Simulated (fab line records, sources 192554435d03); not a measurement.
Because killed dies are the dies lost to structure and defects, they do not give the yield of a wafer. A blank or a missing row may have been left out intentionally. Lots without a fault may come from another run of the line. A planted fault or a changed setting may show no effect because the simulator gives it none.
fab line records + flow n5-finfet
record:
- lots: 8
- wafers: 24
- last-day: 18
route steps=1938 shown BEOL_M0_SAQP@691 BEOL_M0_CUTY@710 BEOL_M0@722 BEOL_M4@1111 PASSIVATION@1936
lots that met no fault: from a run of the same line without faults
start-h: hours from the record's first day to the start of the lot's first wafer shown + wait-h: hours since the lot's step before + " identical to the entry in the row above + L1.1+2: several wafers, shown together as one row + - no value, or no start given + * or withheld: withheld + < > ~ a bound
route shown NAME@n: names a module that has steps shown in the file, with the first one's number in the route + usual: average and standard deviation across the fault-free wafers + same: alike in all rows + chamber/n: place in a boat + sites: readings site by site + _std_site: standard deviation across them + _edge_site: inner sites' mean taken away from outer sites' mean + radius-mm: for every site, how far away it sits from the centre of the wafer + mask NAME#n: copy n + behind: the last tool/chamber to shape the wafer + hold: reason for holding the lot/hours on hold/outcome of the hold + device: whichever transistor did not switch (one of n, p or np) + end of line: tests run on the same wafers once the route is complete + for a step that has no rows: nothing shown but its recipe + killed: not the wafer's yield, but the dies lost to structure and defects at the first sort + map: shows each die of a wafer: x if killed, . if not, _ if none is there
set.NAME: the setting the step ran with; set.NAME@STEP: the setting that earlier step ran with + model.NAME: the simulator's own value behind a step, which no gauge read
a sample of lots followed through the steps of the route, with each step as a table and each wafer as a row
services: when a tool's chamber went out of use (start-h, in hours from the record's first day, below 0 if earlier), for how many hours, and the reason
== steps ==
step: N5_BEOL_M0_SAQP_INSPECT_42
recipe:
- mode: adi
- inspect-instrument: brightfield
usual:
- raw-defect-count: 302/76
| lot.wafer | tool              | chamber | start-h | wait-h | raw-defect-count |
|-----------|-------------------|---------|---------|--------|------------------|
| L932.2    | defect-inspect-02 | -       | 134.62  | 0.0    | 279              |
| L932.3    | "                 | -       | "       | "      | 361              |
| L932.6    | "                 | -       | "       | "      | 340              |
| L938.3    | defect-inspect-02 | -       | 168.24  | 0.0    | 376              |
| L938.4    | "                 | -       | "       | "      | 365              |
| L938.6    | "                 | -       | "       | "      | 460              |
| L939.3    | defect-inspect-01 | -       | 175.19  | 0.0    | 385              |
| L939.5    | "                 | -       | "       | "      | 457              |
| L939.6    | "                 | -       | "       | "      | 392              |
| L945.3    | defect-inspect-01 | -       | 217.61  | 0.0    | 218              |
| L945.5    | "                 | -       | "       | "      | 311              |
| L945.6    | "                 | -       | "       | "      | 318              |
| L948.3    | defect-inspect-02 | -       | 238.16  | 0.0    | 228              |
| L948.5    | "                 | -       | "       | "      | 228              |
| L948.6    | "                 | -       | "       | "      | 244              |
| L949.1    | defect-inspect-01 | -       | 240.37  | 0.1    | 272              |
| L949.3    | "                 | -       | "       | "      | 241              |
| L949.6    | "                 | -       | "       | "      | 245              |
| L950.1    | defect-inspect-01 | -       | 246.77  | 0.1    | 235              |
| L950.4    | "                 | -       | "       | "      | 205              |
| L950.5    | "                 | -       | "       | "      | 362              |
| L951.1    | defect-inspect-01 | -       | 247.45  | 0.1    | 335              |
| L951.3    | "                 | -       | "       | "      | 282              |
| L951.6    | "                 | -       | "       | "      | 321              |
step: N5_BEOL_M0_SAQP_ETCH_49
recipe:
- chemistry: CF4/O2
- target-depth-a: 370
- target: SiO2
- pressure-mtorr: 40
- source-w: 535
- bias-w: 49
- Ar_flow_sccm: 100
- cf4-flow-sccm: 100
- O2_flow_sccm: 10
- ion-energy-ev: 100
usual:
- cf4-flow-sccm: 99.98/0.28
- drypump-motor-current-A: 5.7/0.58
- oes-product-au: 0.78/0.092
- rf-fwd-power-W: 532.6/1.7
- rf-vpp-V: 240/5.3
- showerhead-plenum-p-Torr: 2.22/0.058
- throttle-valve-pct: 15.86/0.25
| lot.wafer | tool        | chamber | start-h | wait-h | cf4-flow-sccm | drypump-motor-current-A | oes-product-au | rf-fwd-power-W | rf-hours-counter-h | rf-vpp-V | showerhead-plenum-p-Torr | throttle-valve-pct |
|-----------|-------------|---------|---------|--------|---------------|-------------------------|----------------|----------------|--------------------|----------|--------------------------|--------------------|
| L932.2    | rie-diel-03 | 3       | 135.49  | 0.3    | 99.99         | 5.4                     | 0.72           | 532.9          | 193                | 237      | 2.27                     | 16.03              |
| L932.3    | "           | 0       | "       | "      | 99.88         | 6.5                     | 0.68           | 531.6          | 236                | 248      | 2.25                     | 15.76              |
| L932.6    | "           | 2       | "       | "      | 99.89         | 6.6                     | 0.69           | 536.7          | -                  | 241      | 2.19                     | 16.14              |
| L938.3    | rie-diel-03 | 0       | 169.12  | 0.3    | 99.80         | 6.5                     | 0.66           | 533.4          | 247                | 248      | 2.25                     | 15.77              |
| L938.4    | "           | 1       | "       | "      | 100.04        | 5.7                     | 0.94           | 529.6          | 18                 | 239      | 2.24                     | 15.52              |
| L938.6    | "           | 2       | "       | "      | 100.32        | 6.6                     | 0.67           | 534.1          | -                  | 242      | 2.18                     | 16.16              |
| L939.3    | rie-diel-03 | 3       | 176.04  | 0.3    | 100.01        | 5.4                     | 0.71           | 533.4          | 207                | 237      | 2.27                     | 16.06              |
| L939.5    | "           | 0       | "       | "      | 100.25        | 6.5                     | 0.66           | 535.2          | -                  | 248      | 2.25                     | 15.79              |
| L939.6    | "           | 1       | "       | "      | 100.02        | 5.7                     | 0.92           | 532.3          | -                  | 238      | 2.24                     | 15.55              |
| L945.3    | rie-diel-01 | 3       | 218.66  | 0.3    | 99.82         | 5.9                     | 0.72           | 531.7          | 200                | 235      | 2.10                     | 15.96              |
| L945.5    | "           | 0       | "       | "      | 100.24        | 5.2                     | 0.75           | 528.5          | -                  | 237      | 2.21                     | 16.16              |
| L945.6    | "           | 3       | "       | "      | 99.76         | 5.9                     | 0.73           | 534.4          | -                  | 236      | 2.10                     | 15.97              |
| L948.3    | rie-diel-03 | 3       | 239.12  | 0.3    | 99.63         | 5.4                     | 0.70           | 531.6          | 230                | 238      | 2.26                     | 16.11              |
| L948.5    | "           | 2       | "       | "      | 99.72         | 6.6                     | 0.98           | 532.2          | -                  | 243      | 2.18                     | 15.70              |
| L948.6    | "           | 3       | "       | "      | 99.66         | 5.4                     | 0.69           | 533.3          | -                  | 238      | 2.26                     | 16.13              |
| L949.1    | rie-diel-03 | 0       | 241.22  | 0.3    | 99.62         | 6.5                     | 0.96           | 534.1          | 14                 | 248      | 2.24                     | 15.34              |
| L949.3    | "           | 1       | "       | "      | 99.95         | 5.7                     | 0.87           | 531.1          | 44                 | 238      | 2.24                     | 15.60              |
| L949.6    | "           | 3       | "       | "      | 99.94         | 5.4                     | 0.70           | 533.8          | -                  | 238      | 2.26                     | 16.11              |
| L950.1    | rie-diel-03 | 2       | 247.96  | 0.3    | 99.71         | 6.6                     | 0.97           | 532.9          | 3                  | 242      | 2.18                     | 15.72              |
| L950.4    | "           | 1       | "       | "      | 100.17        | 5.7                     | 0.88           | 533.2          | 45                 | 237      | 2.23                     | 15.57              |
| L950.5    | "           | 1       | "       | "      | 99.48         | 5.7                     | 0.88           | 532.1          | -                  | 238      | 2.23                     | 15.60              |
| L951.1    | rie-diel-01 | 3       | 249.35  | 0.4    | 100.52        | 5.9                     | 0.72           | 532.0          | 210                | 237      | 2.10                     | 15.97              |
| L951.3    | "           | 1       | "       | "      | 99.99         | 4.9                     | 0.70           | 533.5          | 216                | 237      | 2.26                     | 15.88              |
| L951.6    | "           | 2       | "       | "      | 99.97         | 6.0                     | 0.77           | 534.4          | -                  | 237      | 2.24                     | 15.96              |
step: N5_BEOL_M0_CUTY_INSPECT_59
recipe:
- mode: adi
- inspect-instrument: macro
usual:
- raw-defect-count: 2.0/1.4
| lot.wafer | tool              | chamber | start-h | wait-h | raw-defect-count |
|-----------|-------------------|---------|---------|--------|------------------|
| L932.2    | defect-inspect-02 | -       | 136.03  | 0.0    | 3                |
| L932.3    | "                 | -       | "       | "      | 0                |
| L932.6    | "                 | -       | "       | "      | 0                |
| L938.3    | defect-inspect-02 | -       | 169.55  | 0.0    | >300             |
| L938.4    | "                 | -       | "       | "      | 3                |
| L938.6    | "                 | -       | "       | "      | 2                |
| L939.3    | defect-inspect-02 | -       | 176.46  | 0.0    | 2                |
| L939.5    | "                 | -       | "       | "      | >300             |
| L939.6    | "                 | -       | "       | "      | 1                |
| L945.3    | defect-inspect-02 | -       | 219.08  | 0.0    | 3                |
| L945.5    | "                 | -       | "       | "      | 2                |
| L945.6    | "                 | -       | "       | "      | 2                |
| L948.3    | defect-inspect-02 | -       | 239.67  | 0.0    | 1                |
| L948.5    | "                 | -       | "       | "      | 2                |
| L948.6    | "                 | -       | "       | "      | 2                |
| L949.1    | defect-inspect-01 | -       | 241.76  | 0.0    | 4                |
| L949.3    | "                 | -       | "       | "      | 4                |
| L949.6    | "                 | -       | "       | "      | 1                |
| L950.1    | defect-inspect-02 | -       | 248.52  | 0.0    | 2                |
| L950.4    | "                 | -       | "       | "      | 1                |
| L950.5    | "                 | -       | "       | "      | 5                |
| L951.1    | defect-inspect-02 | -       | 249.89  | 0.0    | 0                |
| L951.3    | "                 | -       | "       | "      | 6                |
| L951.6    | "                 | -       | "       | "      | 2                |
step: N5_BEOL_M0_CUTY_DESCUM_61
recipe:
- chemistry: O2
- time-s: 7.9
- source-power-w: 50
- bias-power-w: 20
- pressure-mtorr: 20
- rf-frequency-hz: 2.712e+07
- temp-c: 40
- resist: CAR-ArF-block
- o2-flow-sccm: 225
usual:
- drypump-motor-current-A: 5.7/0.42
- oes-product-au: 0.85/0.081
- rf-fwd-power-W: 49.48/0.19
- rf-vpp-V: 243.4/1.4
- showerhead-plenum-p-Torr: 2.10/0.076
- throttle-valve-pct: 20.31/0.18
| lot.wafer | tool        | chamber | start-h | wait-h | drypump-motor-current-A | oes-product-au | rf-fwd-power-W | rf-hours-counter-h | rf-vpp-V | showerhead-plenum-p-Torr | throttle-valve-pct |
|-----------|-------------|---------|---------|--------|-------------------------|----------------|----------------|--------------------|----------|--------------------------|--------------------|
| L932.2    | rie-diel-05 | 3       | 136.07  | 0.0    | 5.2                     | 0.92           | 49.65          | 19                 | 247.2    | 2.22                     | 20.20              |
| L932.3    | "           | 0       | "       | "      | 5.8                     | 0.94           | 49.62          | 11                 | 242.5    | 2.04                     | 20.21              |
| L932.6    | "           | 2       | "       | "      | 6.6                     | 0.70           | 49.64          | -                  | 244.3    | 2.15                     | 20.70              |
| L938.3    | rie-diel-05 | 2       | 169.90  | 0.4    | 6.5                     | 0.70           | 49.74          | 238                | 243.1    | 2.15                     | 20.71              |
| L938.4    | "           | 3       | "       | "      | 5.2                     | 0.90           | 49.27          | 32                 | 244.1    | 2.22                     | 20.26              |
| L938.6    | "           | 3       | "       | "      | 5.2                     | 0.89           | 49.15          | -                  | 243.9    | 2.22                     | 20.23              |
| L939.3    | rie-diel-02 | 3       | 176.49  | 0.0    | 5.7                     | 0.91           | 49.49          | 15                 | 244.1    | 2.13                     | 20.00              |
| L939.5    | "           | 3       | "       | "      | 5.7                     | 0.92           | 49.53          | -                  | 242.6    | 2.13                     | 20.02              |
| L939.6    | "           | 0       | "       | "      | 5.8                     | 0.72           | 49.20          | -                  | 240.0    | 1.99                     | 20.36              |
| L945.3    | rie-diel-05 | 1       | 219.11  | 0.0    | 5.6                     | 0.82           | 49.67          | 61                 | 241.8    | 2.03                     | 20.47              |
| L945.5    | "           | 1       | "       | "      | 5.6                     | 0.83           | 49.44          | -                  | 243.5    | 2.03                     | 20.43              |
| L945.6    | "           | 3       | "       | "      | 5.2                     | 0.86           | 49.31          | -                  | 243.9    | 2.21                     | 20.27              |
| L948.3    | rie-diel-05 | 1       | 239.70  | 0.0    | 5.6                     | 0.82           | 49.56          | 67                 | 242.8    | 2.03                     | 20.46              |
| L948.5    | "           | 2       | "       | "      | 6.5                     | 1.00           | 49.40          | -                  | 243.2    | 2.14                     | 20.35              |
| L948.6    | "           | 3       | "       | "      | 5.2                     | 0.85           | 49.45          | -                  | 245.5    | 2.21                     | 20.29              |
| L949.1    | rie-diel-04 | 0       | 241.80  | 0.0    | 5.2                     | 0.91           | 49.45          | 18                 | 244.7    | 2.04                     | 19.79              |
| L949.3    | "           | 2       | "       | "      | 5.8                     | 1.02           | 49.49          | 2                  | 243.3    | 2.04                     | 20.14              |
| L949.6    | "           | 1       | "       | "      | 5.4                     | 0.86           | 49.58          | -                  | 242.4    | 2.12                     | 20.28              |
| L950.1    | rie-diel-04 | 1       | 248.55  | 0.0    | 5.4                     | 0.85           | 49.37          | 64                 | 242.9    | 2.12                     | 20.29              |
| L950.4    | "           | 1       | "       | "      | 5.4                     | 0.84           | 49.67          | -                  | 243.5    | 2.12                     | 20.29              |
| L950.5    | "           | 0       | "       | "      | 5.2                     | 0.89           | 49.66          | -                  | 242.1    | 2.04                     | 19.81              |
| L951.1    | rie-diel-02 | 0       | 249.93  | 0.0    | 5.8                     | 0.69           | 49.21          | 216                | 241.6    | 1.98                     | 20.40              |
| L951.3    | "           | 3       | "       | "      | 5.7                     | 0.87           | 49.51          | 40                 | 243.9    | 2.13                     | 20.04              |
| L951.6    | "           | 1       | "       | "      | 5.2                     | 0.82           | 49.47          | -                  | 243.4    | 2.11                     | 20.29              |
step: N5_BEOL_M0_STRIP_142
recipe:
- chemistry: N2/H2
- time-s: 10
- power-w: 450
- temp-c: 40
- pressure-mtorr: 20
- rf-frequency-hz: 6e+07
- bias-power-w: 7
- n2-flow-sccm: 200
- h2-flow-sccm: 200
usual:
- drypump-motor-current-A: 5.8/0.49
- oes-product-au: 0.81/0.096
- rf-vpp-V: 59.2/0.88
- showerhead-plenum-p-Torr: 2.57/0.08
- throttle-valve-pct: 23.53/0.25
| lot.wafer | tool        | chamber | start-h | wait-h | drypump-motor-current-A | oes-product-au | rf-hours-counter-h | rf-vpp-V | showerhead-plenum-p-Torr | throttle-valve-pct |
|-----------|-------------|---------|---------|--------|-------------------------|----------------|--------------------|----------|--------------------------|--------------------|
| L932.2    | rie-diel-04 | 0       | 137.21  | 0.0    | 5.2                     | 0.67           | 248                | 61.1     | 2.48                     | 23.10              |
| L932.3    | "           | 3       | "       | "      | 6.5                     | 0.73           | 182                | 59.5     | 2.62                     | 23.69              |
| L932.6    | "           | 3       | "       | "      | 6.5                     | 0.74           | -                  | 59.7     | 2.62                     | 23.71              |
| L938.3    | rie-diel-04 | 2       | 173.84  | 0.0    | 5.8                     | 0.69           | 238                | 58.7     | 2.49                     | 23.60              |
| L938.4    | "           | 3       | "       | "      | 6.5                     | 0.71           | -                  | 59.3     | 2.62                     | 23.72              |
| L938.6    | "           | 2       | "       | "      | 5.8                     | 0.69           | -                  | 59.8     | 2.49                     | 23.57              |
| L939.3    | rie-diel-05 | 0       | 179.55  | 0.0    | 5.8                     | 0.90           | 25                 | 59.4     | 2.49                     | 23.69              |
| L939.5    | "           | 0       | "       | "      | 5.8                     | 0.89           | -                  | 58.7     | 2.49                     | 23.69              |
| L939.6    | "           | 3       | "       | "      | 5.2                     | 0.88           | -                  | 58.7     | 2.71                     | 23.54              |
| L945.3    | rie-diel-02 | 2       | 222.84  | 0.0    | 6.2                     | 0.80           | 94                 | 60.3     | 2.66                     | 23.28              |
| L945.5    | "           | 1       | "       | "      | 5.2                     | 0.83           | -                  | 58.2     | 2.58                     | 23.53              |
| L945.6    | "           | 0       | "       | "      | 5.8                     | 0.70           | -                  | 58.6     | 2.40                     | 23.52              |
| L948.3    | rie-diel-02 | 3       | 242.83  | 0.0    | 5.7                     | 0.88           | 38                 | 59.7     | 2.58                     | 23.42              |
| L948.5    | "           | 0       | "       | "      | 5.8                     | 0.70           | -                  | 59.5     | 2.40                     | 23.54              |
| L948.6    | "           | 1       | "       | "      | 5.3                     | 0.83           | -                  | 58.9     | 2.58                     | 23.54              |
| L949.1    | rie-diel-05 | 0       | 242.95  | 0.0    | 5.8                     | 0.87           | 50                 | 59.1     | 2.48                     | 23.72              |
| L949.3    | "           | 3       | "       | "      | 5.2                     | 0.85           | 58                 | 60.3     | 2.70                     | 23.59              |
| L949.6    | "           | 1       | "       | "      | 5.6                     | 0.82           | -                  | 58.5     | 2.47                     | 23.80              |
| L950.1    | rie-diel-05 | 2       | 250.70  | 0.0    | 6.6                     | 0.97           | 7                  | 59.0     | 2.62                     | 23.77              |
| L950.4    | "           | 1       | "       | "      | 5.7                     | 0.81           | 71                 | 59.6     | 2.47                     | 23.80              |
| L950.5    | "           | 2       | "       | "      | 6.6                     | 0.97           | -                  | 60.2     | 2.62                     | 23.78              |
| L951.1    | rie-diel-04 | 1       | 250.84  | 0.0    | 5.3                     | 0.86           | 65                 | 60.1     | 2.58                     | 23.46              |
| L951.3    | "           | 2       | "       | "      | 5.8                     | 1.00           | 6                  | 57.9     | 2.48                     | 23.35              |
| L951.6    | "           | 1       | "       | "      | 5.4                     | 0.85           | -                  | 58.5     | 2.58                     | 23.46              |
step: N5_BEOL_M4_RC_MEAS_101
usual:
- DIBL_N: 36.2/1.6
- DIBL_P: 36.5/1.9
- IOFF_N: 0.158/0.027
- IOFF_P: 0.21/0.038
- ION_N: 675/12
- ION_P: 464/8.9
- SS_N: 71.5/0.61
- SS_P: 73.4/0.59
- VT_N: 250.4/3
- VT_P: -250/3.6
| lot.wafer | tool      | chamber | start-h | wait-h | DIBL_N[mV/V] | DIBL_P[mV/V] | IOFF_N[nA/um] | IOFF_P[nA/um] | ION_N[uA/um] | ION_P[uA/um] | SS_N[mV/dec] | SS_P[mV/dec] | VT_N[mV] | VT_P[mV] |
|-----------|-----------|---------|---------|--------|--------------|--------------|---------------|---------------|--------------|--------------|--------------|--------------|----------|----------|
| L932.2    | prober-02 | 0       | 186.05  | 0.2    | 34.7         | 34.0         | 0.134         | 0.16          | 658          | 450          | 70.6         | 72.6         | 253.2    | -257     |
| L932.3    | "         | 0       | "       | "      | 36.7         | 37.3         | 0.164         | 0.21          | 661          | 457          | 71.9         | 73.3         | 253.0    | -250     |
| L932.6    | "         | 0       | "       | "      | 35.4         | 35.1         | 0.147         | 0.17          | 650          | 446          | 71.8         | 72.7         | 254.2    | -256     |
| L938.3    | prober-01 | 0       | 217.45  | 0.3    | 35.0         | 35.7         | 0.139         | 0.19          | 672          | 468          | 71.4         | 73.3         | 252.1    | -252     |
| L938.4    | "         | 0       | "       | "      | 35.1         | 35.6         | 0.144         | 0.20          | 683          | 468          | 71.3         | 72.9         | 252.2    | -251     |
| L938.6    | "         | 0       | "       | "      | 34.2         | 33.3         | 0.128         | 0.17          | 671          | 462          | 70.5         | 73.1         | 254.2    | -252     |
| L939.3    | prober-01 | 0       | 227.77  | 0.3    | 34.9         | 35.8         | 0.142         | 0.19          | 671          | 463          | 70.5         | 73.5         | 251.0    | -250     |
| L939.5    | "         | 0       | "       | "      | 36.5         | 37.3         | 0.175         | 0.20          | 691          | 464          | 70.8         | 73.8         | 245.7    | -251     |
| L939.6    | "         | 0       | "       | "      | 38.2         | 39.0         | 0.209         | 0.25          | 705          | 474          | 72.8         | 73.6         | 246.5    | -246     |
| L945.3    | prober-01 | 0       | 279.92  | 0.3    | 36.6         | 37.1         | 0.172         | 0.21          | 666          | 463          | 72.4         | 72.5         | 249.4    | -252     |
| L945.5    | "         | 0       | "       | "      | 37.2         | 37.6         | 0.176         | 0.22          | 669          | 458          | 72.7         | 74.3         | 250.6    | -252     |
| L945.6    | "         | 0       | "       | "      | 35.2         | 36.7         | 0.142         | 0.20          | 673          | 462          | 71.5         | 73.6         | 252.4    | -253     |
| L949.1    | prober-02 | 0       | 302.58  | 0.0    | 35.7         | 35.7         | 0.158         | 0.18          | 677          | 459          | 71.2         | 72.7         | 248.8    | -254     |
| L949.3    | "         | 0       | "       | "      | 36.8         | 38.1         | 0.175         | 0.23          | 666          | 457          | 71.6         | 73.8         | 247.5    | -250     |
| L949.6    | "         | 0       | "       | "      | 35.6         | 36.5         | 0.165         | 0.20          | 677          | 468          | 71.4         | 72.8         | 248.2    | -251     |
| L948.3    | prober-02 | 0       | 307.86  | 0.3    | 38.4         | 36.8         | 0.179         | 0.26          | 673          | 468          | 72.1         | 73.3         | 249.6    | -247     |
| L948.5    | "         | 0       | "       | "      | 37.6         | 36.5         | 0.163         | 0.25          | 666          | 467          | 72.0         | 74.1         | 249.4    | -247     |
| L948.6    | "         | 0       | "       | "      | 37.1         | 35.7         | 0.161         | 0.22          | 658          | 457          | 72.8         | 73.2         | 253.0    | -247     |
| L951.1    | prober-01 | 0       | 313.01  | 0.0    | 38.4         | 38.9         | 0.223         | 0.30          | 690          | 478          | 73.0         | 74.6         | 246.9    | -245     |
| L951.3    | "         | 0       | "       | "      | 36.2         | 36.3         | 0.157         | 0.23          | 666          | 461          | 71.9         | 73.7         | 252.2    | -248     |
| L951.6    | "         | 0       | "       | "      | 36.0         | 35.3         | 0.158         | 0.21          | 675          | 461          | 71.6         | 72.9         | 252.8    | -252     |
| L950.1    | prober-02 | 0       | 320.57  | 0.0    | 35.0         | 34.8         | 0.149         | 0.22          | 664          | 463          | 71.1         | 72.8         | 250.4    | -248     |
| L950.4    | "         | 0       | "       | "      | 34.2         | 34.5         | 0.141         | 0.22          | 686          | 482          | 70.4         | 73.0         | 249.9    | -248     |
| L950.5    | "         | 0       | "       | "      | 32.9         | 33.3         | 0.116         | 0.19          | 666          | 469          | 71.3         | 73.1         | 252.7    | -251     |
step: N5_PASSIVATION_PROBE_49
usual:
- defect-limited-yield: 91.3/1.7
- killed_at_M0_to_M3: 33/11
- killed_at_M4_up: 14/5.5
- killed-at-contacts: 13/6.5
- killed-at-front-end: 39/13
- killed-at-other: 3.4/2.9
- killed-dies: 103/20
- killed-open: 69/15
- killed-short: 32/8.1
- sort_bin_5_function: 5.1/1.1
- sort_bin_6_memory: 3.3/0.74
- sort_bin_8_speed: 0.00/0.014
- sort-n-pass: 1077/20
- sort-yield-pct: 91.3/1.7
same:
- gross-dies: 1180
- killed-at-back-side: 0
- sort_bin_4_leakage[%]: 0
| lot.wafer | tool      | chamber | start-h | wait-h | defect-limited-yield[%] | killed_at_M0_to_M3 | killed_at_M4_up | killed-at-contacts | killed-at-front-end | killed-at-other | killed-dies | killed-open | killed-short | sort_bin_5_function[%] | sort_bin_6_memory[%] | sort_bin_8_speed[%] | sort-n-pass | sort-yield-pct[%] |
|-----------|-----------|---------|---------|--------|-------------------------|--------------------|-----------------|--------------------|---------------------|-----------------|-------------|-------------|--------------|------------------------|----------------------|---------------------|-------------|-------------------|
| L939.3    | prober-01 | -       | 335.85  | 0.1    | 90.6                    | 71                 | 4               | 12                 | 23                  | 1               | 111         | 70          | 40           | 6.0                    | 3.3                  | 0                   | 1069        | 90.6              |
| L939.5    | prober-01 | -       | 335.95  | 0.2    | 87.5                    | 91                 | 14              | 16                 | 23                  | 4               | 148         | 59          | 25           | 6.8                    | 3.8                  | 0                   | 1032        | 87.5              |
| L939.6    | prober-01 | -       | 336.00  | 0.3    | 92.9                    | 35                 | 14              | 7                  | 27                  | 1               | 84          | 62          | 21           | 4.4                    | 2.5                  | 0                   | 1096        | 92.9              |
| L938.3    | prober-02 | -       | 337.82  | 0.1    | 87.2                    | 102                | 17              | 5                  | 23                  | 4               | 151         | 58          | 36           | 8.1                    | 3.4                  | 0                   | 1029        | 87.2              |
| L938.4    | prober-02 | -       | 337.87  | 0.2    | 92.2                    | 44                 | 11              | 8                  | 28                  | 1               | 92          | 54          | 38           | 4.4                    | 2.7                  | 0                   | 1088        | 92.2              |
| L938.6    | prober-02 | -       | 337.97  | 0.3    | 90.9                    | 51                 | 13              | 10                 | 31                  | 2               | 107         | 73          | 34           | 5.3                    | 3.3                  | 0                   | 1073        | 90.9              |
killed by level:class
L939.3 BEOL_M0_SAQP:geometric-particle:open=30 BEOL_M0_SAQP:geometric-particle:short=20 MOL_CONTACT_COAG:geometric-particle:open=8 DUMMY_GATE:geometric-particle:open=5 BEOL_M1:geometric-particle:open=5 BEOL_M1:geometric-particle:short=5 FIN_SAQP:geometric-particle:short=4 BEOL_M3:geometric-particle:open=4
L939.5 BEOL_M0_SAQP:unspecified=63 MOL_CONTACT_COAG:geometric-particle:open=13 FIN_SAQP:geometric-particle:open=11 BEOL_M0_SAQP:geometric-particle:short=9 BEOL_M0_SAQP:geometric-particle:open=7 BEOL_M4:geometric-particle:open=6 DUMMY_GATE:geometric-particle:open=5 BEOL_M1:geometric-particle:open=5
L939.6 BEOL_M1:geometric-particle:open=10 BEOL_M0_SAQP:geometric-particle:open=8 FIN_SAQP:geometric-particle:open=6 MOL_CONTACT_COAG:geometric-particle:open=6 BEOL_M3:geometric-particle:open=6 BEOL_M0_SAQP:geometric-particle:short=5 BEOL_M5:geometric-particle:short=5 STI_FIN_REVEAL:geometric-particle:open=3
L938.3 BEOL_M0_SAQP:unspecified=57 BEOL_M0_SAQP:geometric-particle:short=13 BEOL_M0_SAQP:geometric-particle:open=10 BEOL_M4:geometric-particle:open=10 BEOL_M3:geometric-particle:open=7 BEOL_M2:geometric-particle:open=6 ILD0:geometric-particle:short=5 MOL_CONTACT_COAG:geometric-particle:open=4
L938.4 BEOL_M0_SAQP:geometric-particle:short=14 BEOL_M3:geometric-particle:open=9 BEOL_M0_SAQP:geometric-particle:open=8 FIN_SAQP:geometric-particle:open=6 BEOL_M1:geometric-particle:open=5 MOL_CONTACT_COAG:geometric-particle:open=4 MOL_CONTACT_COAG:geometric-particle:short=4 STI_FIN_REVEAL:geometric-particle:short=3
L938.6 MOL_CONTACT_COAG:geometric-particle:open=9 BEOL_M3:geometric-particle:open=9 BEOL_M0_SAQP:geometric-particle:open=8 BEOL_M0_SAQP:geometric-particle:short=8 BEOL_M2:geometric-particle:open=8 ILD0:geometric-particle:open=6 BEOL_M3:geometric-particle:short=6 STI_FIN_REVEAL:geometric-particle:open=4
== services ==
| tool        | chamber | start-h | hours | kind                          |
|-------------|---------|---------|-------|-------------------------------|
| rie-diel-03 | -       | 116.21  | 0.6   | repair                        |
| rie-diel-03 | -       | 123.78  | 2.8   | pm                            |
| rie-diel-04 | 0       | 163.15  | -     | clean                         |
| rie-diel-04 | 0       | 163.15  | -     | consumable-replace:focus-ring |
| rie-diel-04 | 0       | 163.15  | 21.2  | scheduled-down                |
| rie-diel-04 | 0       | 163.15  | 21.2  | vent-cycle                    |
| rie-diel-04 | 2       | 165.46  | 6.9   | repair                        |
| rie-diel-03 | 0       | 178.59  | -     | clean                         |
| rie-diel-03 | 0       | 178.59  | -     | consumable-replace:focus-ring |
| rie-diel-03 | 0       | 178.59  | 26.3  | scheduled-down                |
| rie-diel-03 | 0       | 178.59  | 26.3  | vent-cycle                    |
| rie-diel-05 | 2       | 206.62  | -     | clean                         |
| rie-diel-05 | 2       | 206.62  | -     | consumable-replace:focus-ring |
| rie-diel-05 | 2       | 206.62  | 23.4  | scheduled-down                |
| rie-diel-05 | 2       | 206.62  | 23.4  | vent-cycle                    |
| rie-diel-04 | 0       | 212.51  | 4.9   | repair                        |
| rie-diel-04 | 2       | 214.43  | 1.4   | repair                        |
| rie-diel-03 | 2       | 217.30  | -     | clean                         |
| rie-diel-03 | 2       | 217.30  | -     | consumable-replace:focus-ring |
| rie-diel-03 | 2       | 217.30  | 20.1  | scheduled-down                |
| rie-diel-03 | 2       | 217.30  | 20.1  | vent-cycle                    |
| rie-diel-04 | 2       | 217.64  | -     | clean                         |
| rie-diel-01 | 1       | 226.18  | 3.6   | repair                        |
| rie-diel-01 | 0       | 241.59  | 12.8  | repair                        |
== key ==
first-sign:
- step: N5_BEOL_M0_CUTY_INSPECT_59
- reading: raw-defect-count
- direction: up
- sigmas: 99+
- usual: 2.0
- struck: >300
effect:
- step: N5_PASSIVATION_PROBE_49
- reading: killed_at_M0_to_M3
- direction: up
- sigmas: 5.9
- usual: 33
- struck: 96
more-kills-born-at:
- N5_BEOL_M0_SAQP_ETCH_49@rie-diel-03: 120
met-at N5_BEOL_M0_SAQP_ETCH_49
struck-lots L938,L939
struck-wafers L938.3,L939.5
not-acting-at N5_BEOL_M0_SAQP_INSPECT_42,N5_BEOL_M0_CUTY_DESCUM_61,N5_BEOL_M0_STRIP_142
onset-between 135.49 169.12
fault:
- kind: chamber-particle-source
- tool: rie-diel-03
- chamber: 0
- onset-h: 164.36
- steps: N5_BEOL_M0_SAQP_ETCH_49
- rate-per-visit-cm2: 0.4977
- end-h: 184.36
